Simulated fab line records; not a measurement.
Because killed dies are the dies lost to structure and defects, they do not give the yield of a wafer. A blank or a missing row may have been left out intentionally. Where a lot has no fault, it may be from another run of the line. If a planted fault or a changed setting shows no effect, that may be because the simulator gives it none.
Struck lot and sound lot, side by side :: flow n5Finfet :: 40 out of 1938 route steps
Sound: the wafers L472.1, L472.4, L472.6. Wafers struck: L464.1, L464.4, L464.6. The cause comes at the end.
Each step with rows lists, per side, the tool, then ch with its chambers, then its first start. Under that, the readings that differ: sound wafers :: struck wafers :: difference of the means :: sigmas: that difference in standard deviations of wafers without a fault.
alike: readings with means less than 2 such deviations apart, plus words and numbers identical on both sides. not compared: withheld readings, readings lacking a value on some wafer, bounds such as >300 that could conceal the same value, and numbers that have no deviation in the record and whose values overlap.
A row with sigmas, a row that says differs or no value, or rows on one side alone: a step with any of these is where the two part. Non-overlapping numbers with no deviation appear without sigmas and do not part them. A reading missing from all wafers of one side parts the sides only when that side holds two or more wafers.

first, 11 steps without rows for these wafers: N5_ZERO_LAYER_HMDS_04 (time 60 s); N5_ZERO_LAYER_COAT_05 (resist thk 1000 nm); N5_ZERO_LAYER_EBR_07; N5_ZERO_LAYER_SOFTBAKE_06 (time 90 s); N5_ZERO_LAYER_EXPOSE_08 (exposes mask ZERO, defocus 0 nm, target cd 2000 nm); N5_ZERO_LAYER_PEB_09; N5_ZERO_LAYER_DEVELOP_10 (develop time 60 s); N5_ZERO_LAYER_HARDBAKE_23 (time 120 s); N5_ZERO_LAYER_DESCUM_16 (chemistry O2, time 7.9 s); N5_ZERO_LAYER_ETCH_17 (etches SiO2 in CF4, target depth 12 nm, time 13.3 s); N5_ZERO_LAYER_ETCH_18 (etches Si in HBr/Cl2, target depth 120 nm, time 40 s).
N5_ZERO_LAYER_STRIP_24: strips in O2.
  sound on plasmaAsher-01 ch 1, day 6 07:15; struck on plasmaAsher-02 ch 0, day 4 07:01
reading: drypumpMotorCurrentA (A)
sound: 5.92 5.88 5.90
struck: 5.37 5.38 5.36
difference: -0.53
sigmas: -2
  alike: heaterPowerW, oesProductAu, stripTimeToEndpointS
  not compared: rfHoursCounterH
then, 1 step without rows for these wafers: N5_ZERO_LAYER_STRIP_19 (strips in SPM, time 900 s).
N5_ZERO_LAYER_INSPECT_20: inspects for defects (darkfield).
  sound: defectInspect-02 at day 6 07:37; struck: defectInspect-02 at day 4 07:23
reading: rawDefectCount
sound: 6 24 13
struck: 760 807 854
difference: +793
sigmas: +57
then, 8 steps without rows for these wafers: N5_WELL_APT_HMDS_01 (time 60 s); N5_WELL_APT_COAT_02 (resist thk 950 nm); N5_WELL_APT_EBR_04; N5_WELL_APT_SOFTBAKE_03 (time 60 s); N5_WELL_APT_EXPOSE_05 (exposes mask NWELL, defocus 0 nm, target cd 200 nm); N5_WELL_APT_PEB_06 (peb time 90 s); N5_WELL_APT_DEVELOP_07 (develop time 45 s); N5_WELL_APT_HARDBAKE_12 (time 120 s).
N5_WELL_APT_INSPECT_10: inspects for defects (macro).
  sound: defectInspect-01 at day 6 07:58; struck: defectInspect-01 at day 4 07:44
reading: rawDefectCount
sound: 0 0 7
struck: >300 >300 >300
difference: differs
sigmas: 
then, 12 steps without rows for these wafers: N5_WELL_APT_DESCUM_13 (chemistry O2, time 7.9 s); N5_WELL_APT_IMPLANT_14; N5_WELL_APT_IMPLANT_15; N5_WELL_APT_STRIP_16 (strips in SPM, time 900 s); N5_WELL_APT_HMDS_18 (time 60 s); N5_WELL_APT_COAT_19 (resist thk 950 nm); N5_WELL_APT_EBR_21; N5_WELL_APT_SOFTBAKE_20 (time 60 s); N5_WELL_APT_EXPOSE_22 (exposes mask PWELL, defocus 0 nm, target cd 200 nm); N5_WELL_APT_PEB_23 (peb time 90 s); N5_WELL_APT_DEVELOP_24 (develop time 45 s); N5_WELL_APT_HARDBAKE_29 (time 120 s).
N5_WELL_APT_INSPECT_27: inspects for defects (macro).
  sound: defectInspect-02 at day 6 09:48; struck: defectInspect-02 at day 4 09:06
reading: rawDefectCount
sound: 4 3 2
struck: >300 >300 >300
difference: differs
sigmas: 
then, 1 step without rows for these wafers: N5_WELL_APT_DESCUM_30 (chemistry O2, time 7.9 s).
N5_WELL_APT_INSPECT_38: inspects for defects (darkfield).
  sound: defectInspect-02 at day 6 11:43; struck: defectInspect-01 at day 4 11:02
reading: rawDefectCount
sound: 14 27 22
struck: 769 781 793
difference: +760
sigmas: +99 or more
-- the record jumps here: 6 days lie between the struck wafers' starts before and after (it left off in module WELL_APT and takes up again in module BEOL_M4, whose first step shown is number 1111 of the route) --
N5_BEOL_M4_RC_MEAS_101:
  sound on prober-01 ch 0, day 12 17:12; struck on prober-01 ch 0, day 10 11:14
  alike: DIBL_N, DIBL_P, IOFF_N, IOFF_P, ION_N, ION_P, SS_N, SS_P, VT_N, VT_P
-- a jump in the record: the struck wafers' starts before and after are 4 days apart (it breaks off in module BEOL_M4 and resumes in module PASSIVATION, where the first step shown is number 1936 of the route) --
N5_PASSIVATION_PROBE_49:
  record: rows for the struck wafers here (prober-01, day 14 23:10), none for the sound ones

WHERE THEY PART
Last at N5_PASSIVATION_PROBE_49 as far as this record goes, first at N5_ZERO_LAYER_STRIP_24.

WHY: what had been put in by the simulator
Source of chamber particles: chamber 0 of plasmaAsher-02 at N5_ZERO_LAYER_STRIP_24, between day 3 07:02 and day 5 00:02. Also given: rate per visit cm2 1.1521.
